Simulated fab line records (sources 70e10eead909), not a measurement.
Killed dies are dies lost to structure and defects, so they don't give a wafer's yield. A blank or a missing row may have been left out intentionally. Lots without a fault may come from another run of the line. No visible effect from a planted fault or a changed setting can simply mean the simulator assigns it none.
Problem report in the 8D (eight disciplines) form, filled by code ; flow nand_harc ; the parts of the form that need people (team, actions taken, sign-off) are left out

1. WHAT WENT WRONG
Wafers without a fault read 47, standard deviation 18; killed_at_array at NHARC_END_SORT_01 reads a mean of 200 on 6 wafers belonging to 2 lots. Measured from the usual mean, that is +8.5 standard deviations.
Seen first at day 27 15:37 on prober-01, wafer L506.1. The record holds 9 wafers of 3 lots with a number at this step. Rule for "out", or "out of limits": more than 4 standard deviations from the usual mean. The rest of the wafers with a number are treated as sound.

2. WHAT IT IS AND WHAT IT IS NOT
question;is;is not
which readings at this step;killed_at_array, killed_dies;killed_at_other, killed_at_periphery, killed_open
which lots;L506, L507;L518
which wafers of those lots;all that have a number;-
read on which gauges;prober-01, prober-02;-
when;from day 27 15:37;"up to then (0 sound wafers); but 3 sound wafers of L518 came after"

3. THE SUSPECTS, EACH WITH WHAT RULES IT OUT
Counting: a tool at a process step up to the reading stays a suspect if it ran every lot that is out and no sound lot after the first of them.
- the gauge at NHARC_END_SORT_01: ruled out. 2 gauges (prober-01, prober-02) read the wafers that are out.
- pvd_sputter-03 at NHARC_A_SOURCE_PLATE_PVD_04 (deposits WSi2, target thk 50 nm): kept. It ran every lot that is out, first L506 (day 10 15:47), and no sound lot after that.
Remaining after the count: pvd_sputter-03 at NHARC_A_SOURCE_PLATE_PVD_04.

4. THE CAUSE (what the simulator had put in)
At NHARC_A_SOURCE_PLATE_PVD_04, the step was skipped entirely on pvd_sputter-03 from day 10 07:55 on. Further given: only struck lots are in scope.
After counting, this tool was the only one left.

5. THE EFFECT CHAIN, in route order
Each row: a reading where the mean over the struck wafers with a number is more than 3 standard deviations away from the usual. Readings are gone through only where the record gives a usual standard deviation; hours: the median, over the lots, of the time from a lot's start at the first step in this table giving one to that lot's start at this step; sigmas: the change measured in usual standard deviations.
hours;step;reading;usual;on struck wafers;change;sigmas
0;NHARC_END_SORT_01;killed_at_array;47;200;+153;+8.5
0;NHARC_END_SORT_01;killed_dies;52;206;+154;+8.6

6. HOW IT WOULD HAVE BEEN CAUGHT EARLIER
The first out-of-limits reading at a measuring or inspecting step in this record came at day 27 15:37, 416 hours after the fault's start at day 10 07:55.
Each of the lots that are out, 2 in all, had begun NHARC_A_SOURCE_PLATE_PVD_04 on pvd_sputter-03 no later than day 27 15:37. Had the tool been put on hold then, not one of them would have been saved.
